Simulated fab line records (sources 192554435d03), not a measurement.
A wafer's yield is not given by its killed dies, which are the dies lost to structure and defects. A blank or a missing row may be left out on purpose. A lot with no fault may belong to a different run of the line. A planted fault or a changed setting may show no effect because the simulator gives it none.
A lot that was struck, set against a sound lot	flow n5_finfet	36 steps out of a route of 1938
Sound: wafers L225.2, L225.3, L225.5. Struck: wafers L238.1, L238.5. (L238.3 of the same lot was not struck and is left out.) The cause comes at the end.
Order at every step that has rows: each side's tool, ch and its chambers, its first start. Under that, the readings that differ: sound wafers	struck wafers	difference of the means	sigmas: that difference in standard deviations of wafers without a fault.
alike: a reading whose means differ by less than 2 such deviations, as well as words and numbers matching on both sides. not compared: withheld readings; readings where some wafer has no value; bounds like >300 that might hide an equal value; numbers whose values overlap and for which the record gives no deviation.
Wherever a step has rows on one side only, a row that says differs or no value, or a row with sigmas, the two part there. When numbers do not overlap yet have no deviation, they are printed without sigmas and do not part them. A reading that every wafer of one side lacks parts them only if that side has two wafers or more.

first, 9 steps without rows for these wafers: N5_PMOS_HMC_CHANNEL_EPI_PRECLEAN_40 (cleans in DHF, time 30 s); N5_PMOS_HMC_CHANNEL_EPI_PRECLEAN_37 (cleans in O3/DIW, time 45 s); N5_PMOS_HMC_CHANNEL_EPI_PRECLEAN_24 (cleans in DHF, time 30 s); N5_PMOS_HMC_CHANNEL_EPI_SRD_25 (time 30 s); N5_PMOS_HMC_CHANNEL_EPI_EPI_26 (deposits Si from SiH4/H2, target thk 3.8 nm, time 22.7 s); N5_FIN_SAQP_PRECLEAN_42 (cleans in O3/DIW, time 60 s); N5_FIN_SAQP_PRECLEAN_00 (cleans in SC1, time 60 s); N5_FIN_SAQP_PRECLEAN_44 (cleans in SC2, time 45 s); N5_FIN_SAQP_SRD_01 (time 30 s).
N5_FIN_SAQP_ALD_61: deposits SiO2, target thk 4 nm, pulse time 1 s, purge time 2 s.
  sound on ald_sin-03 ch 0,2, day 3 02:43; struck on ald_sin-03 ch 1,2, day 6 08:18
reading	sound	struck	difference	sigmas
ald_cycles	43 43 43	44 44	+1	
model.SiO2_of_FIN_SAQP_ALD_61.thk_nm (nm)	3.96 3.97 3.985	4.067 4.08	+0.102	
  alike: heater_power_w, precursor_pulse_height_rel
then, 24 steps without rows for these wafers: N5_FIN_SAQP_DENSIFY_62 (time 60 s); N5_FIN_SAQP_HM_DEP_03 (deposits SiNx from SiH4/NH3/N2, target thk 38 nm, time 33.6 s); N5_FIN_SAQP_PECVD_47 (deposits a-Si from SiH4/He, target thk 45 nm, time 36.3 s); N5_FIN_SAQP_PECVD_48 (deposits SiNx from SiH4/NH3/N2, target thk 25 nm, time 22.1 s); N5_FIN_SAQP_PECVD_06 (deposits a-Si from SiH4/He, target thk 60 nm, time 48.1 s); N5_FIN_SAQP_HM_DEP_72 (deposits SiO2 from SiH4/N2O, target thk 12 nm, time 7.2 s); N5_FIN_SAQP_COAT_49 (time 60 s, resist thk 100 nm); N5_FIN_SAQP_COAT_50 (time 60 s, resist thk 35 nm); N5_FIN_SAQP_COAT_10 (resist thk 90 nm); N5_FIN_SAQP_EBR_12; N5_FIN_SAQP_SOFTBAKE_11 (time 60 s); N5_FIN_SAQP_EXPOSE_13 (exposes mask FIN CORE, target cd 35.6 nm); N5_FIN_SAQP_PEB_14 (peb time 60 s); N5_FIN_SAQP_DEVELOP_15 (develop time 30 s); N5_FIN_SAQP_DESCUM_21 (chemistry O2, time 7.9 s); N5_FIN_SAQP_ETCH_51 (etches SiARC in CF4, target depth 45.5 nm, time 75.8 s); N5_FIN_SAQP_ETCH_52 (etches SOC in N2/H2, target depth 100 nm, overetch 20 nm, time 150 s); N5_FIN_SAQP_STRIP_53 (strips in N2/H2); N5_FIN_SAQP_HM_OPEN_73 (chemistry CHF3/O2, target SiO2, stops on a-Si, target depth 12 nm, time 16.8 s); N5_FIN_SAQP_STRIP_74 (strips in CHF3/O2); N5_FIN_SAQP_MANDREL_ETCH_22 (etches a-Si in HBr/Cl2, stops on SiNx, target depth 60 nm, bt time 10 s, time 30 s); N5_FIN_SAQP_STRIP_55 (strips in N2/H2); N5_FIN_SAQP_STRIP_23 (strips in SPM, time 750 s); N5_FIN_SAQP_SRD_66 (time 30 s).
N5_FIN_CUT_CUT_ETCH_27: etches SiO2 in CHF3/O2, target depth 4 nm, overetch 2 nm, time 4.9 s.
  sound on rie_diel-01 ch 1,3, day 3 09:52; struck on rie_diel-02 ch 0,2, day 6 15:16
reading	sound	struck	difference	sigmas
O2_flow_sccm (sccm)	5.020 5.011 5.005	4.969 4.986	-0.034	-2
model.etch.depth_nm (nm)	3.96 3.97 3.985	4.067 4.08	+0.102	
  alike: drypump_motor_current_A, oes_product_au, rf_vpp_V, showerhead_plenum_p_Torr, throttle_valve_pct
  not compared: rf_hours_counter_h
-- record jumps: 10 days separate the struck wafers' starts on either side; left off in module FIN_CUT, taken up again in module PASSIVATION, whose first shown step is the route's number 1936 --
N5_PASSIVATION_PROBE_49:
  sound: prober-01 at day 13 23:02; struck: prober-02 at day 16 18:51
reading	sound	struck	difference	sigmas
killed_at_front_end	35 15 39	46 70	+28	+3
  alike: killed_at_M0_to_M3, killed_at_M4_up, killed_at_contacts, killed_at_other, killed_dies, killed_open, killed_short

## WHERE THEY PART
Earliest at N5_FIN_CUT_CUT_ETCH_27; latest, in this record, at N5_PASSIVATION_PROBE_49.

WHY: the cause the simulator had injected
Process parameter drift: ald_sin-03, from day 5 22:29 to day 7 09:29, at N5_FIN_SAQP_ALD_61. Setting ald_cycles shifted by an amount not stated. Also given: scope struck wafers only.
